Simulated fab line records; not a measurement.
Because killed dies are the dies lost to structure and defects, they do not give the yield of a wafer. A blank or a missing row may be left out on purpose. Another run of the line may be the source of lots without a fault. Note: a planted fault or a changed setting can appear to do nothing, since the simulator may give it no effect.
2 desks looking at one fault -- flow n5-finfet -- every desk sees just its own numbers, and what lay behind them comes last

== TOOL OWNER'S DESK, wet-bench-05 ==
The tool's own readings at N5_BEOL_M4_HM_STRIP_39 (strips TiN in peroxide tin strip, target depth 25 nm, time 158 s): means of the sampled wafers that have a number, for each lot that ran on this tool. Marked OUT: a lot whose mean sits more than 4 standard deviations from the usual mean, which makes it out of limits; the brackets give that distance.
Columns: A = run-length-s at N5_BEOL_M4_HM_STRIP_39, usual 166 s
lot,first seen here,A
L161,day 9 02:08,163
L166,day 10 18:35,164
L177,day 13 08:59,143 (-6.1) OUT
L180,day 14 00:52,145 (-5.8) OUT
This desk's finding: out of limits on L177, L180; first on L177, day 13 08:59 (run-length-s at N5_BEOL_M4_HM_STRIP_39). In limits: L161, L166.

== AT THE METROLOGY DESK ==
Means of the sampled wafers that have a number, per lot and without regard to the tool the lot ran on: this is what the gauges read. Marked OUT: a lot whose mean sits more than 4 standard deviations from the usual mean, which makes it out of limits; the brackets give that distance. Of its 10 readings 7 are shown: those that lie furthest out on some lot.
Columns: A = DIBL_N at N5_BEOL_M4_RC_MEAS_101, usual 36.0 mV/V; B = DIBL_P at N5_BEOL_M4_RC_MEAS_101, usual 35.8 mV/V; C = IOFF_P at N5_BEOL_M4_RC_MEAS_101, usual 0.20 nA/um; D = ION_N at N5_BEOL_M4_RC_MEAS_101, usual 670 uA/um; E = ION_P at N5_BEOL_M4_RC_MEAS_101, usual 459 uA/um; F = SS_P at N5_BEOL_M4_RC_MEAS_101, usual 73.2 mV/dec; G = VT_P at N5_BEOL_M4_RC_MEAS_101, usual -252 mV
lot,first seen here,A,B,C,D,E,F,G
L161,day 9 08:02,36.0,36.2,0.22,673,464,73.7,-246
L165,day 10 03:13,36.8,36.4,0.19,670,460,73.5,-252
L166,day 10 22:27,35.1,36.0,0.22,664,467,73.0,-247
L168,day 11 01:23,34.9,33.3,0.18,659,459,72.5,-251
L172,day 12 11:36,36.8,36.2,0.19,656,451,72.9,-254
L177,day 13 13:57,35.8,35.9,0.19,680,460,73.1,-253
L180,day 14 05:24,34.8,33.2,0.17,669,458,72.9,-254
L183,day 15 06:46,36.0,36.4,0.23,678,467,74.0,-250
L184,day 15 11:20,33.1,32.2,0.14,648,446,72.2,-257
This desk found nothing out of limits on any of the 9 lots.

== PUT TOGETHER ==
On L177, L180, at day 13 08:59, an alarm was possible from the tool owner's desk.
At the metrology desk, nothing out of limits was observed.
The metrology desk has L177, L180 on record, within its limits.
All the named lots went through N5_BEOL_M4_HM_STRIP_39 on wet-bench-05.

== WHAT THE SIMULATOR HAD PUT IN ==
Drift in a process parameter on wet-bench-05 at N5_BEOL_M4_HM_STRIP_39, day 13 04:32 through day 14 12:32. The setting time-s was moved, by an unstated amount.
Struck lots among those shown: L177, L180.
Time in hours from fault onset to the first out-of-limits reading at each desk: the tool owner's desk, 4.
